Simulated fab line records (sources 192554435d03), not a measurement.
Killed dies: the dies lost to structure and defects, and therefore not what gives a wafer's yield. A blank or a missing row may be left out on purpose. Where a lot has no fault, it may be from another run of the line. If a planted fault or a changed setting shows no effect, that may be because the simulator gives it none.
fab line records	flow n5-finfet
record lots=7	wafers=19	last-day=19
route steps=1938 shown BEOL_M5@1177 PASSIVATION@1936
lots untouched by any fault: they come from a run of this same line in which no faults occurred
start-h: hours from the record's opening day to when the first of the lot's shown wafers began	wait-h: how many hours have passed since the lot's step before this one	" repeats the value in the row above	L1.1+2: one row covering several wafers at once	- either no value or no given start	* or withheld: withheld	< > ~ a bound
route shown NAME@n: a module of which the file shows steps, and the number in the route of the first	usual: average and standard deviation across the fault-free wafers	same: alike in all rows	chamber/n: place in a boat	sites: readings site by site	_std_site: the values' standard deviation	_edge_site: inner sites' mean taken away from outer sites' mean	radius-mm: how far each site lies from the wafer's centre	mask NAME#n: copy n	behind: tool/chamber where the wafer was last shaped	hold: why the lot was held/for how many hours/how that ended	device: the transistor (n, p or np) that didn't switch	end of line: the route-end tests of the same wafers	a step given without rows: its recipe and nothing more	killed: count of dies lost to structure and defects at first sort (not the wafer's yield)	map: per-die view of a wafer (x killed, . not killed, _ where there is no die)
set.NAME: setting as actually run; set.NAME@STEP: the setting as run at that earlier step	model.NAME: the simulator's own value behind a step, which no gauge read
lots at some steps of the route; a table a step, a row a wafer
services: when a tool's chamber went out of use (start-h, in hours from the record's first day, below 0 if earlier), for how many hours, and the reason
## steps
# step N5_BEOL_M5_SPUTTER_81
# recipe material=Cu	target-thk-a=150	temp-c=-20	chamber-pressure-pa=0.07	power-w=withheld	time-s=27.62
# step N5_BEOL_M5_ANNEAL_82
# recipe temp-c=400	time-s=1800	ambient=vacuum
# step N5_BEOL_M5_SPUTTER_83
# recipe material=Cu	target-thk-a=150	temp-c=-20	chamber-pressure-pa=0.07	power-w=withheld	time-s=27.62
# usual throttle-valve-pct=29.6/1.2
lot.wafer	tool	chamber	start-h	wait-h	throttle-valve-pct
L725.2	pvd-sputter-02	-	232.21	0.5	29.5
L725.4	"	-	"	"	29.4
L725.6	"	-	"	"	31.4
L727.2	pvd-sputter-01	-	235.42	0.5	30.0
L727.3	"	-	"	"	26.7
L727.6	"	-	"	"	29.9
L730.3	pvd-sputter-02	-	262.08	0.5	31.5
L730.4	"	-	"	"	29.6
L732.4	pvd-sputter-01	-	267.26	0.5	30.1
L732.6	"	-	"	"	30.1
L735.1	pvd-sputter-01	-	281.02	0.5	30.3
L735.2	"	-	"	"	30.0
L735.5	"	-	"	"	29.9
L741.3	pvd-sputter-01	-	332.93	0.5	30.0
L741.4	"	-	"	"	30.1
L741.6	"	-	"	"	26.9
L742.1	pvd-sputter-03	-	357.07	0.5	31.0
L742.2	"	-	"	"	30.3
L742.6	"	-	"	"	29.1
# step N5_BEOL_M5_ANNEAL_84
# recipe temp-c=400	time-s=1800	ambient=vacuum
# usual heater-power-w=823/86
lot.wafer	tool	chamber	start-h	wait-h	heater-power-w
L725.2	pvd-sputter-02	-	232.29	0.0	804
L725.4	"	-	"	"	723
L725.6	"	-	"	"	748
L727.2	pvd-sputter-01	-	235.50	0.0	779
L727.3	"	-	"	"	952
L727.6	"	-	"	"	790
L730.3	pvd-sputter-02	-	262.16	0.0	766
L730.4	"	-	"	"	829
L732.4	pvd-sputter-01	-	267.34	0.0	954
L732.6	"	-	"	"	932
L735.1	pvd-sputter-01	-	281.10	0.0	915
L735.2	"	-	"	"	809
L735.5	"	-	"	"	781
L741.3	pvd-sputter-01	-	333.01	0.0	964
L741.4	"	-	"	"	821
L741.6	"	-	"	"	952
L742.1	pvd-sputter-03	-	357.15	0.0	805
L742.2	"	-	"	"	703
L742.6	"	-	"	"	746
# step N5_BEOL_M5_SPUTTER_88
# recipe material=Cu	target-thk-a=150	temp-c=-20	chamber-pressure-pa=0.07	power-w=withheld	time-s=27.62
# usual throttle-valve-pct=29.6/1.2
lot.wafer	tool	chamber	start-h	wait-h	throttle-valve-pct
L725.2	pvd-sputter-02	-	233.29	0.5	29.7
L725.4	"	-	"	"	29.4
L725.6	"	-	"	"	31.5
L727.2	pvd-sputter-01	-	236.50	0.5	30.1
L727.3	"	-	"	"	27.0
L727.6	"	-	"	"	29.9
L730.3	pvd-sputter-02	-	263.17	0.5	32.0
L730.4	"	-	"	"	29.5
L732.4	pvd-sputter-01	-	268.34	0.5	30.3
L732.6	"	-	"	"	30.1
L735.1	pvd-sputter-01	-	282.11	0.5	30.2
L735.2	"	-	"	"	29.9
L735.5	"	-	"	"	30.0
L741.3	pvd-sputter-01	-	334.02	0.5	30.0
L741.4	"	-	"	"	30.3
L741.6	"	-	"	"	27.1
L742.1	pvd-sputter-03	-	358.16	0.5	31.2
L742.2	"	-	"	"	30.1
L742.6	"	-	"	"	28.7
# step N5_BEOL_M5_ANNEAL_89
# recipe temp-c=400	time-s=1800	ambient=vacuum
# step N5_BEOL_M5_SPUTTER_90
# recipe material=Cu	target-thk-a=45	temp-c=-20	chamber-pressure-pa=0.07	power-w=withheld	time-s=8.29
# step N5_BEOL_M5_ECD_50
# recipe material=Cu	target-thk-a=3000
# step N5_BEOL_M5_ANNEAL_51
# recipe temp-c=225	time-s=90	ambient=N2
# usual wafer_temp_C_max=225.9/0.32
lot.wafer	tool	chamber	start-h	wait-h	wafer_temp_C_max
L725.2	rtp-anneal-02	0	234.63	0.1	225.4
L725.4	"	0	"	"	225.8
L725.6	"	0	"	"	225.6
L727.2	rtp-anneal-02	0	237.95	0.2	225.5
L727.3	"	0	"	"	225.6
L727.6	"	0	"	"	225.6
L730.3	rtp-anneal-02	0	264.55	0.1	225.5
L730.4	"	0	"	"	225.8
L732.4	rtp-anneal-01	0	269.77	0.2	225.8
L732.6	"	0	"	"	226.0
L735.1	rtp-anneal-02	0	283.40	0.1	225.9
L735.2	"	0	"	"	226.3
L735.5	"	0	"	"	226.2
L741.3	rtp-anneal-02	0	335.40	0.1	226.1
L741.4	"	0	"	"	226.0
L741.6	"	0	"	"	225.8
L742.1	rtp-anneal-02	0	359.45	0.1	225.6
L742.2	"	0	"	"	225.8
L742.6	"	0	"	"	226.0
# step N5_BEOL_M5_CMP_52
# recipe stop-on=SiCOH_lowk	t-overpolish-s=6.9	down-force-psi=1	platen-rpm=50	clearing-platen-down-force-psi=1.5	clearing-platen-rpm=50	post-cmp-clean=cu-alkaline	target-thk-nm=62	clearing-platen-pad-velocity-m-s=0.99484	pad-velocity-m-s=0.99484
# step N5_BEOL_M5_THK_MEAS_53
# recipe thk-meas-gauge=xrf	reads=Cu_of_BEOL_M5_ECD_50
# usual M5_THK=62.8/1.8
lot.wafer	tool	chamber	start-h	wait-h	M5_THK[nm]
L725.2	film-metro-02	-	235.18	-	63.2
L725.4	"	-	"	"	61.2
L725.6	"	-	"	"	62.6
L727.2	film-metro-02	-	238.50	-	63.9
L727.3	"	-	"	"	60.0
L727.6	"	-	"	"	62.0
L730.3	film-metro-02	-	265.05	-	63.1
L730.4	"	-	"	"	61.3
L732.4	film-metro-02	-	270.23	-	63.3
L732.6	"	-	"	"	61.0
L735.1	film-metro-02	-	284.00	-	64.9
L735.2	"	-	"	"	62.9
L735.5	"	-	"	"	64.2
L741.3	film-metro-01	-	335.90	-	60.8
L741.4	"	-	"	"	61.6
L741.6	"	-	"	"	60.7
L742.1	film-metro-02	-	360.04	-	65.6
L742.2	"	-	"	"	63.2
L742.6	"	-	"	"	64.1
# step N5_BEOL_M5_PRE_CLEAN_77
# recipe gas=NH3/H2	time-s=15	temp-c=*	rf-power-w=300
# usual heater-power-w=83/25
lot.wafer	tool	chamber	start-h	wait-h	heater-power-w
L725.2	cvd-co-02	1	235.27	0.1	74
L725.4	"	0	"	"	106
L725.6	"	2	"	"	52
L727.2	cvd-co-01	2	238.54	0.0	118
L727.3	"	0	"	"	55
L727.6	"	0	"	"	54
L730.3	cvd-co-01	0	265.09	0.0	56
L730.4	"	1	"	"	106
L732.4	cvd-co-01	1	270.28	0.1	108
L732.6	"	2	"	"	112
L735.1	cvd-co-01	2	284.04	0.0	114
L735.2	"	0	"	"	55
L735.5	"	2	"	"	111
L741.3	cvd-co-02	1	335.94	0.0	76
L741.4	"	2	"	"	52
L741.6	"	0	"	"	106
L742.1	cvd-co-01	1	360.07	0.0	106
L742.2	"	0	"	"	55
L742.6	"	2	"	"	112
# step N5_BEOL_M5_CO_CAP_78
# recipe material=Co	target-thk-a=20	temp-c=200	precursor=CCTBA/H2	pressure-torr=30	time-s=102.1
# usual heater-power-w=233/31	run-length-s=124.8/0.56
lot.wafer	tool	chamber	start-h	wait-h	heater-power-w	run-length-s	model.Co_of_BEOL_M5_CO_CAP_78.thk-nm
L725.2	cvd-co-02	1	235.31	0.0	218	125.2	1.8
L725.4	"	0	"	"	263	124.9	2
L725.6	"	2	"	"	194	124.0	2
L727.2	cvd-co-01	2	238.58	0.0	268	124.3	2.2
L727.3	"	0	"	"	198	125.0	2
L727.6	"	0	"	"	200	125.2	2
L730.3	cvd-co-01	0	265.13	0.0	198	125.2	2
L730.4	"	1	"	"	268	157.2	2.8
L732.4	cvd-co-01	1	270.34	0.0	266	157.4	3
L732.6	"	2	"	"	269	123.8	2.4
L735.1	cvd-co-01	2	284.08	0.0	272	124.1	2.2
L735.2	"	0	"	"	200	157.8	2.6
L735.5	"	2	"	"	275	123.8	2.2
L741.3	cvd-co-02	1	335.98	0.0	226	125.2	2
L741.4	"	2	"	"	191	123.8	2
L741.6	"	0	"	"	257	125.0	2
L742.1	cvd-co-01	1	360.11	0.0	265	124.5	2.2
L742.2	"	0	"	"	201	124.9	2.2
L742.6	"	2	"	"	268	124.5	2.2
# step N5_BEOL_M5_PRE_CLEAN_55
# recipe gas=NH3	time-s=15	temp-c=withheld	rf-power-w=300
# step N5_PASSIVATION_PROBE_49
# usual defect-limited-yield=91.4/1.5	killed_at_M0_to_M3=35/12	killed_at_M4_up=13/5.8	killed-at-contacts=12/5.5	killed-at-front-end=36/9.9	killed-at-other=4/3.7	killed-dies=101/18	killed-open=66/13	killed-short=33/8	sort_bin_5_function=5.0/1	sort_bin_6_memory=3.2/0.67	sort-n-pass=1079/18	sort-yield-pct=91.4/1.5
# same gross-dies=1180	killed-at-back-side=0	sort_bin_4_leakage[%]=0	sort_bin_8_speed[%]=0
lot.wafer	tool	chamber	start-h	wait-h	defect-limited-yield[%]	killed_at_M0_to_M3	killed_at_M4_up	killed-at-contacts	killed-at-front-end	killed-at-other	killed-dies	killed-open	killed-short	sort_bin_5_function[%]	sort_bin_6_memory[%]	sort-n-pass	sort-yield-pct[%]
L725.2	prober-02	-	325.81	0.1	92.8	15	10	16	39	5	85	65	19	3.9	3.0	1095	92.8
L725.4	prober-02	-	325.91	0.2	89.7	36	19	16	46	5	122	94	28	5.8	4.3	1058	89.7
L725.6	prober-02	-	326.01	0.3	92.0	31	17	11	32	3	94	67	27	4.5	3.4	1086	92.0
L732.4	prober-02	-	372.25	0.2	92.3	33	15	6	33	4	91	56	34	4.5	3.1	1089	92.3
L732.6	prober-02	-	372.35	0.3	92.4	27	18	9	36	0	90	58	32	4.8	2.4	1090	92.4
# killed by level:class
L725.2 MOL_CONTACT_COAG:geometric-particle:open=16 FIN_SAQP:geometric-particle:open=7 STI_FIN_REVEAL:geometric-particle:open=6 BEOL_M3:geometric-particle:open=6 BEOL_M4:geometric-particle:open=6 STARTING-WAFER:geometric-particle:open=5 DUMMY_GATE:geometric-particle:open=4 ILD0:geometric-particle:open=4
L725.4 STI_FIN_REVEAL:geometric-particle:open=16 MOL_CONTACT_COAG:geometric-particle:open=14 BEOL_M3:geometric-particle:open=10 FIN_SAQP:geometric-particle:open=7 DUMMY_GATE:geometric-particle:open=7 BEOL_M0_SAQP:geometric-particle:short=7 BEOL_M1:geometric-particle:open=7 BEOL_M0_SAQP:geometric-particle:open=6
L725.6 MOL_CONTACT_COAG:geometric-particle:open=10 BEOL_M4:geometric-particle:open=10 BEOL_M3:geometric-particle:open=9 BEOL_M0_SAQP:geometric-particle:short=8 DUMMY_GATE:geometric-particle:open=8 STI_FIN_REVEAL:geometric-particle:open=7 FIN_SAQP:geometric-particle:open=5 BEOL_M1:geometric-particle:open=4
L732.4 BEOL_M3:geometric-particle:open=8 FIN_SAQP:geometric-particle:open=7 BEOL_M2:geometric-particle:open=7 STI_FIN_REVEAL:geometric-particle:open=6 ILD0:geometric-particle:short=6 BEOL_M1:geometric-particle:open=5 STARTING-WAFER:geometric-particle:short=4 DUMMY_GATE:geometric-particle:open=4
L732.6 BEOL_M2:geometric-particle:open=9 DUMMY_GATE:geometric-particle:open=7 BEOL_M4:geometric-particle:open=6 MOL_CONTACT_COAG:geometric-particle:open=6 ILD0:geometric-particle:short=5 BEOL_M1:geometric-particle:open=5 FIN_SAQP:geometric-particle:open=4 BEOL_M5:geometric-particle:open=4
## services
tool	chamber	start-h	hours	kind
cvd-co-02	-	210.13	0.5	repair
cvd-co-01	1	294.59	7.7	repair
cvd-co-01	1	333.33	-	clean
cvd-co-01	1	333.33	22.0	scheduled-down
cvd-co-01	1	333.33	22.0	vent-cycle
cvd-co-01	-	347.99	6.0	pm
## key
first-sign step=N5_BEOL_M5_CO_CAP_78	reading=run-length-s	direction=up	sigmas=58	usual=*	struck=*
effect none on later readings
model-effect step=N5_BEOL_M5_CO_CAP_78	value=Co_of_BEOL_M5_CO_CAP_78.thk-nm	without=2.067	struck=2.8
met-at N5_BEOL_M5_CO_CAP_78
struck-wafers L730.4,L732.4,L735.2
onset-between 238.58 265.13
fault kind=process-parameter-drift	tool=cvd-co-01	chamber=-	onset-h=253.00	steps=N5_BEOL_M5_CO_CAP_78	channel=time-s	offset=*	shape=step	end-h=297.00	scope=struck-wafers-only	acts-in=*	stated=*
